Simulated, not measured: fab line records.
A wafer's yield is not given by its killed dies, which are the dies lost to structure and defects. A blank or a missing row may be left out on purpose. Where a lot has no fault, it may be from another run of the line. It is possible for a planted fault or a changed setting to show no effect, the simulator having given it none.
fab line records    flow n5Finfet
record: lots: 5  wafers: 15  lastDay: 18
route steps=1938 shown BEOL_M0_SAQP@645 BEOL_M4@1111 PASSIVATION@1936
lots that met no fault: taken from a fault-free run of the same line
startH: hours from the record's first day to the start of the lot's first wafer shown    waitH: time in hours since the lot's previous step    " repeats the value in the row above    L1.1+2: a single row standing in for several wafers    - no value present, or no start provided    * or withheld: withheld    < > ~ a bound
route shown NAME@n: names a module that has steps shown in the file, with the first one's number in the route    usual: mean/standard deviation taken from wafers without a fault    same: alike in all rows    chamber/n: place in a boat    sites: readings site by site    _std_site: standard deviation of those values    _edge_site: mean of outer sites minus mean of inner sites    radiusMm: for every site, how far away it sits from the centre of the wafer    mask NAME#n: copy n    behind: the most recent tool/chamber to have shaped the wafer    hold: why the lot was held/for how many hours/how that ended    device: the n, p or np transistor that did not switch    end of line: the route-end tests of the same wafers    step lacking rows: just its recipe    killed: dies lost to structure and defects at the first sort, not the wafer's yield    map: the dies of a wafer, with x for killed, . for not killed, _ for no die there
set.NAME: the setting as run; set.NAME@STEP: as run at that earlier step    model.NAME: the simulator's own value behind a step, which no gauge read
lots at selected steps of the route; one table per step, one row per wafer
services: a tool's chamber out of use, with start hour (startH, from the record's first day; less than 0 if before it), hours out, and reason
== steps ==
step: N5_BEOL_M0_SAQP_SOFTBAKE_09
recipe: tempC: 110  timeS: 60  resist: CAR-ArF
step: N5_BEOL_M0_SAQP_EXPOSE_11
recipe: maskId: M0_CORE  na: 1.35  sourceShape: dipole  sigmaInner: 0.538  sigmaOuter: 0.738  polarization: te  targetCdNm: 42  doseMj: 55
step: N5_BEOL_M0_SAQP_PEB_12
recipe: pebTempC: withheld  pebTimeS: 60  resist: CAR-ArF
step: N5_BEOL_M0_SAQP_DEVELOP_13
recipe: developTimeS: 30  developer: TMAH  resist: CAR-ArF  devTempC: 23  rinseLiquid: diw  dry: airSpin
step: N5_BEOL_M0_SAQP_DESCUM_19
recipe: chemistry: O2  timeS: 7.9  sourcePowerW: 50  biasPowerW: 20  pressureMtorr: 20  rfFrequencyHz: 2.712e+07  tempC: 40  resist: CAR-ArF  o2FlowSccm: 225
step: N5_BEOL_M0_SAQP_ETCH_83
recipe: chemistry: CF4  target: SiARC  targetDepthA: 390  maskMaterial: CAR-ArF  timeS: 65  ionEnergyEv: 80  pressureMtorr: 40  sourceW: 545  biasW: 36  Ar_flow_sccm: 100  cf4FlowSccm: 100  ends: cleared
step: N5_BEOL_M0_SAQP_ETCH_84
recipe: chemistry: N2/H2  target: SOC  targetDepthA: 1000  overetchA: 200  maskMaterial: SiARC  tempC: 40  timeS: 150  ionEnergyEv: 200  pressureMtorr: 30  sourceW: 840  biasW: 150  n2FlowSccm: 200  h2FlowSccm: 200
step: N5_BEOL_M0_SAQP_STRIP_80
recipe: chemistry: N2/H2  tempC: 40  n2FlowSccm: 200  h2FlowSccm: 200  rfFrequencyHz: 6e+07
step: N5_BEOL_M0_SAQP_HM_OPEN_112
recipe: chemistry: CHF3/O2  target: SiO2  stopOn: a-Si  targetDepthA: 120  overEtchFrac: 1.25  maskMaterial: SOC  timeS: 13.5  pressureMtorr: 30  sourceW: 650  biasW: 170  Ar_flow_sccm: 200  CHF3_flow_sccm: 50  O2_flow_sccm: 5  ionEnergyEv: 200  ends: endPoint
step: N5_BEOL_M0_SAQP_STRIP_113
recipe: chemistry: CHF3/O2  resist: SiARC  rfFrequencyHz: 6e+07
lot.wafer   tool        chamber  startH  waitH  model.SiARC_of_BEOL_M0_SAQP_COAT_82.thkNm
L569.2      rieDiel-02  3        148.74  0.0    5
L569.3      "           0        "       "      5.6
L569.5      "           3        "       "      4.8
L570.2      rieDiel-02  1        158.73  0.0    4.6
L570.4+5    "           0        "       "      5.6
L571.4      rieDiel-01  0        162.91  0.0    4.6
L571.5      "           3        "       "      5.2
L571.6      "           2        "       "      5.6
L580.1+4+5  rieDiel-01  1,3,0    221.00  0.0    0
L582.1+2+4  rieDiel-01  3,1,2    232.29  0.0    0
step: N5_BEOL_M0_SAQP_MANDREL_ETCH_20
recipe: targetDepthA: 600  chemistry: HBr/Cl2  target: a-Si  stopOn: SiNx  btTimeS: 10  maskMaterial: SOC  overEtchFrac: 0.5  timeS: 30  pressureMtorr: 10  icpW: 800  biasW: 75  HBr_flow_sccm: 150  Cl2_flow_sccm: 80  ends: endPoint
step: N5_BEOL_M4_RC_MEAS_101
usual: DIBL_N: 36.0/2.2  DIBL_P: 36.2/2.4  IOFF_N: 0.16/0.035  IOFF_P: 0.21/0.037  ION_N: 672/13  ION_P: 461/7  SS_N: 71.4/0.69  SS_P: 73.2/0.75  VT_N: 250/3.4  VT_P: -251/3
lot.wafer  tool       chamber  startH  waitH  DIBL_N[mV/V]  DIBL_P[mV/V]  IOFF_N[nA/um]  IOFF_P[nA/um]  ION_N[uA/um]  ION_P[uA/um]  SS_N[mV/dec]  SS_P[mV/dec]  VT_N[mV]  VT_P[mV]
L569.2     prober-02  0        235.85  0.2    37.9          39.0          0.19           0.27           677           463           71.8          74.1          246       -249
L569.3     "          0        "       "      34.0          33.4          0.13           0.17           679           462           69.7          72.4          249       -250
L569.5     "          0        "       "      38.6          39.8          0.23           0.29           692           477           71.1          74.2          241       -245
L570.2     prober-01  0        240.85  0.2    36.1          36.7          0.15           0.19           676           460           71.7          73.5          249       -252
L570.4     "          0        "       "      35.8          36.0          0.15           0.18           647           445           72.5          73.0          253       -253
L570.5     "          0        "       "      37.6          37.9          0.18           0.22           682           462           71.8          73.2          248       -251
L571.4     prober-02  0        261.53  0.5    38.8          40.7          0.18           0.24           673           463           71.8          73.6          249       -246
L571.5     "          0        "       "      37.5          39.5          0.16           0.21           654           452           72.1          73.4          250       -254
L571.6     "          0        "       "      41.8          43.7          0.25           0.29           689           473           72.7          74.8          245       -244
L580.1     prober-01  0        304.60  0.0    34.6          33.0          0.12           0.17           667           457           70.9          73.0          254       -252
L580.4     "          0        "       "      38.7          38.7          0.21           0.26           688           470           71.4          74.3          244       -249
L580.5     "          0        "       "      36.1          36.4          0.15           0.22           680           468           70.7          73.1          249       -249
L582.1     prober-01  0        315.90  0.0    33.5          32.5          0.11           0.14           662           454           70.8          72.1          252       -257
L582.2     "          0        "       "      39.2          39.1          0.21           0.23           693           468           72.4          73.8          244       -250
L582.4     "          0        "       "      36.1          35.8          0.15           0.18           680           461           70.4          72.9          246       -253
step: N5_PASSIVATION_PROBE_49
usual: defectLimitedYield: 91.2/1.4  killed_at_M0_to_M3: 34/9.4  killed_at_M4_up: 14/5.6  killedAtContacts: 13/7.8  killedAtFrontEnd: 37/10  killedAtOther: 4/3.3  killedDies: 103/17  killedOnRim: 14/3.5  killedOpen: 68/13  killedShort: 33/8.2  sort_bin_4_leakage: 0.00/0.0071  sort_bin_5_function: 5.1/0.92  sort_bin_6_memory: 3.3/0.71  sortNPass: 1077/17  sortYieldPct: 91.2/1.4
same: grossDies: 1180  killedAtBackSide: 0  sort_bin_8_speed[%]: 0
lot.wafer  tool       chamber  startH  waitH  defectLimitedYield[%]  killed_at_M0_to_M3  killed_at_M4_up  killedAtContacts  killedAtFrontEnd  killedAtOther  killedDies  killedOnRim  killedOpen  killedShort  sort_bin_4_leakage[%]  sort_bin_5_function[%]  sort_bin_6_memory[%]  sortNPass  sortYieldPct[%]
L569.2     prober-02  -        343.88  0.1    92.8                   20                  9                8                 45                3              85          9            59          24           0                      4.0                     3.1                   1095       92.8
L569.3     prober-02  -        343.93  0.1    91.5                   24                  14               12                44                6              100         13           67          33           0                      5.5                     2.8                   1080       91.5
L569.5     prober-02  -        344.03  0.2    90.4                   25                  19               10                52                7              113         19           78          34           0                      5.8                     3.3                   1067       90.4
L570.2     prober-02  -        347.19  0.1    93.6                   22                  11               8                 34                1              76          12           45          27           0                      3.5                     2.4                   1104       93.6
L570.4     prober-02  -        347.29  0.2    90.2                   49                  12               17                38                0              116         16           74          41           0                      5.7                     3.6                   1064       90.2
L570.5     prober-02  -        347.34  0.2    94.4                   30                  1                8                 24                3              66          5            43          23           0                      3.0                     2.2                   1114       94.4
L580.1     prober-02  -        412.84  0.0    91.7                   40                  9                11                34                4              98          16           55          35           0                      3.9                     3.6                   1082       91.7
L580.4     prober-02  -        412.99  0.2    93.2                   32                  14               7                 22                5              80          15           51          28           0                      4.1                     2.4                   1100       93.2
L580.5     prober-02  -        413.04  0.2    92.9                   29                  19               9                 24                3              84          14           58          26           0                      4.5                     2.5                   1096       92.9
killed by level:class
L569.2 STI_FIN_REVEAL:geometricParticle:open=16 MOL_CONTACT_COAG:geometricParticle:open=7 BEOL_M0_SAQP:geometricParticle:short=6 FIN_SAQP:geometricParticle:short=4 BEOL_M0_SAQP:geometricParticle:open=4 STI_FIN_REVEAL:geometricParticle:short=3 DUMMY_GATE:geometricParticle:open=3 ILD0:geometricParticle:open=3
L569.3 STI_FIN_REVEAL:geometricParticle:open=12 MOL_CONTACT_COAG:geometricParticle:open=10 FIN_SAQP:geometricParticle:open=8 BEOL_M0_SAQP:geometricParticle:short=8 FIN_SAQP:geometricParticle:short=6 GATE_CUT:geometricParticle:short=6 BEOL_M5:geometricParticle:open=5 BEOL_M0_SAQP:geometricParticle:open=4
L569.5 STI_FIN_REVEAL:geometricParticle:open=17 MOL_CONTACT_COAG:geometricParticle:open=10 BEOL_M0_SAQP:geometricParticle:open=9 FIN_SAQP:geometricParticle:open=7 STI_FIN_REVEAL:geometricParticle:short=7 BEOL_M4:geometricParticle:open=6 ILD0:geometricParticle:open=4 FIN_SAQP:geometricParticle:short=4
L570.2 BEOL_M3:geometricParticle:open=8 BEOL_M4:geometricParticle:open=6 ILD0:geometricParticle:short=5 MOL_CONTACT_COAG:geometricParticle:open=5 STARTING-WAFER:geometricParticle:open=5 DUMMY_GATE:geometricParticle:open=4 STARTING-WAFER:geometricParticle:short=4 HKMG_FIN:areaEtch=4
L570.4 BEOL_M0_SAQP:geometricParticle:short=15 MOL_CONTACT_COAG:geometricParticle:open=13 STI_FIN_REVEAL:geometricParticle:open=12 BEOL_M0:geometricParticle:short=8 DUMMY_GATE:geometricParticle:open=7 BEOL_M0_SAQP:geometricParticle:open=7 BEOL_M3:geometricParticle:open=6 FIN_SAQP:geometricParticle:open=5
L570.5 BEOL_M0_SAQP:geometricParticle:open=13 FIN_SAQP:geometricParticle:short=4 STI_FIN_REVEAL:geometricParticle:open=4 MOL_CONTACT_COAG:geometricParticle:short=4 MOL_CONTACT_COAG:geometricParticle:open=4 BEOL_M0_SAQP:geometricParticle:short=4 BEOL_M2:geometricParticle:open=4 BEOL_M3:geometricParticle:open=4
L580.1 BEOL_M0_SAQP:geometricParticle:short=13 BEOL_M0_SAQP:geometricParticle:open=12 MOL_CONTACT_COAG:geometricParticle:open=10 HKMG_FIN:areaEtch=8 BEOL_M4:geometricParticle:open=6 STI_FIN_REVEAL:geometricParticle:open=5 FIN_SAQP:geometricParticle:open=4 ILD0:geometricParticle:open=3
L580.4 BEOL_M0_SAQP:geometricParticle:open=11 BEOL_M0_SAQP:geometricParticle:short=9 BEOL_M4:geometricParticle:open=8 MOL_CONTACT_COAG:geometricParticle:open=7 BEOL_M3:geometricParticle:open=7 FIN_SAQP:geometricParticle:short=4 PASS1_CAP:geometricParticle:short=4 STARTING-WAFER:geometricParticle:open=4
L580.5 BEOL_M4:geometricParticle:open=10 BEOL_M0_SAQP:geometricParticle:open=9 BEOL_M0_SAQP:geometricParticle:short=8 MOL_CONTACT_COAG:geometricParticle:open=7 FIN_SAQP:geometricParticle:open=5 STI_FIN_REVEAL:geometricParticle:open=4 GATE_CUT:geometricParticle:open=4 BEOL_M1:geometricParticle:open=4
== services ==
tool        chamber  startH  hours  kind
rieDiel-02  1        138.98  -      clean
rieDiel-02  1        138.98  -      consumableReplace:focusRing
rieDiel-02  1        138.98  11.9   scheduledDown
rieDiel-02  1        138.98  11.9   ventCycle
rieDiel-01  3        144.44  4.0    repair
rieDiel-01  2        168.39  -      clean
rieDiel-01  2        168.39  -      consumableReplace:focusRing
rieDiel-01  2        168.39  -      consumableReplace:showerhead
rieDiel-01  2        168.39  21.4   scheduledDown
rieDiel-01  2        168.39  21.4   ventCycle
rieDiel-02  2        177.07  8.7    repair
rieDiel-01  1        189.91  -      clean
rieDiel-01  1        189.91  -      consumableReplace:focusRing
rieDiel-01  1        189.91  30.6   scheduledDown
rieDiel-01  1        189.91  30.6   ventCycle
rieDiel-02  1        203.82  16.6   repair
rieDiel-01  3        205.00  4.9    repair
== key ==
firstSign none at tools or gauges
modelEffect: step: N5_BEOL_M0_SAQP_STRIP_113  value: SiARC_of_BEOL_M0_SAQP_COAT_82.thkNm  without: 0  struck: 5.178
metAt N5_BEOL_M0_SAQP_STRIP_113
struckWafers L569.2,L569.3,L569.5,L570.2,L570.4,L570.5,L571.4,L571.5,L571.6
fault: kind: skippedStepWhole  tool: rieDiel-01,rieDiel-02  chamber: -  onsetH: 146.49  steps: N5_BEOL_M0_SAQP_STRIP_113  scope: struckLotsOnly
